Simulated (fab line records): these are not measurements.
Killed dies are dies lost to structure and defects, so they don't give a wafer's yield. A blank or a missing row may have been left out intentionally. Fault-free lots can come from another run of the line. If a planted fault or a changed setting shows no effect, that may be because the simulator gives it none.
Problem report, 8D (eight disciplines) form, completed by code / flow nand-harc / the parts of the form that need people (team, actions taken, sign-off) are left out

## 1. PROBLEM STATEMENT
killed-at-array at NHARC_END_SORT_01 reads a mean of 168 on 2 wafers of 2 lots; wafers without a fault read 44 with a standard deviation of 16. That puts it +7.8 standard deviations away from the usual mean.
First seen on wafer L247.1, day 30 08:07, on prober-02. The record has a number at this step for 6 wafers belonging to 2 lots. By rule, "out" or "out of limits" means more than 4 standard deviations away from the usual mean. Any other wafer with a number is counted as sound.

## 2. WHAT IT IS, AND WHAT IT ISN'T
question=which readings at this step | is=killed-at-array, killed-dies | is not=killed-at-other, killed-at-periphery, killed-open, killed-short
question=which lots | is=L247, L249 | is not=-
question=which wafers of those lots | is=L247.1, L249.6 | is not=L247.4, L247.5, L249.1, L249.5
question=read on which gauges | is=prober-01, prober-02 | is not=-
question=when | is=from day 30 08:07 | is not=up to then (0 sound wafers); but 4 sound wafers of L247, L249 came after

## 3. WHAT RULES OUT EACH SUSPECT
Counting: if a tool at a process step up to the reading ran every lot that is out, it stays a suspect. Sound lots after the first of them don't rule it out here, since some wafers of a struck lot are sound.
- the gauge at NHARC_END_SORT_01 is ruled out. The wafers that are out were read on 2 gauges (prober-01, prober-02).
- rie-diel-01 at NHARC_A_CONTACT_ETCH_96 (etches the open film in C4F6/O2, target depth 20 nm, time 10 s): kept. It ran every lot that is out, first L247 (day 27 15:43).
- rie-diel-01, NHARC_A_CONTACT_ETCH_96: wafers that are out in chamber 3, sound lot-mates in chambers 0, 1, 2.
Left after counting: rie-diel-01 at NHARC_A_CONTACT_ETCH_96.

## 4. THE CAUSE (what the simulator had put in)
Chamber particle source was rie-diel-01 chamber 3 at NHARC_A_CONTACT_ETCH_96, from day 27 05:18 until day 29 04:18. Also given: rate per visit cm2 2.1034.
Counting left only this tool.

## 5. SEQUENCE OF EFFECTS, ordered by route
Each row: a reading where the mean over the struck wafers with a number is more than 3 standard deviations away from the usual. Only readings whose record carries a usual standard deviation are examined. hours: median over the lots of the time between each lot's start at the first step of this table that gives one and its start at this step. sigmas: the change, counted in usual standard deviations.
hours=0; step=NHARC_END_SORT_01; reading=killed-at-array; usual=44; on struck wafers=168; change=+124; sigmas=+7.8
hours=0; step=NHARC_END_SORT_01; reading=killed-dies; usual=48; on struck wafers=172; change=+124; sigmas=+7.7

## 6. HOW IT WOULD HAVE BEEN CAUGHT EARLIER
In this record the first reading out of limits at a measuring or inspecting step was taken at day 30 08:07, 75 hours after the fault began at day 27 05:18.
No tool reading at NHARC_A_CONTACT_ETCH_96 that has a usual standard deviation in the record was out on any struck wafer, so an alarm limit of 4 standard deviations on those readings would not have fired.
By day 30 08:07 the whole set of lots that are out, 2 in number, had already begun NHARC_A_CONTACT_ETCH_96 on rie-diel-01. A hold on the tool at that time would have spared none of them.
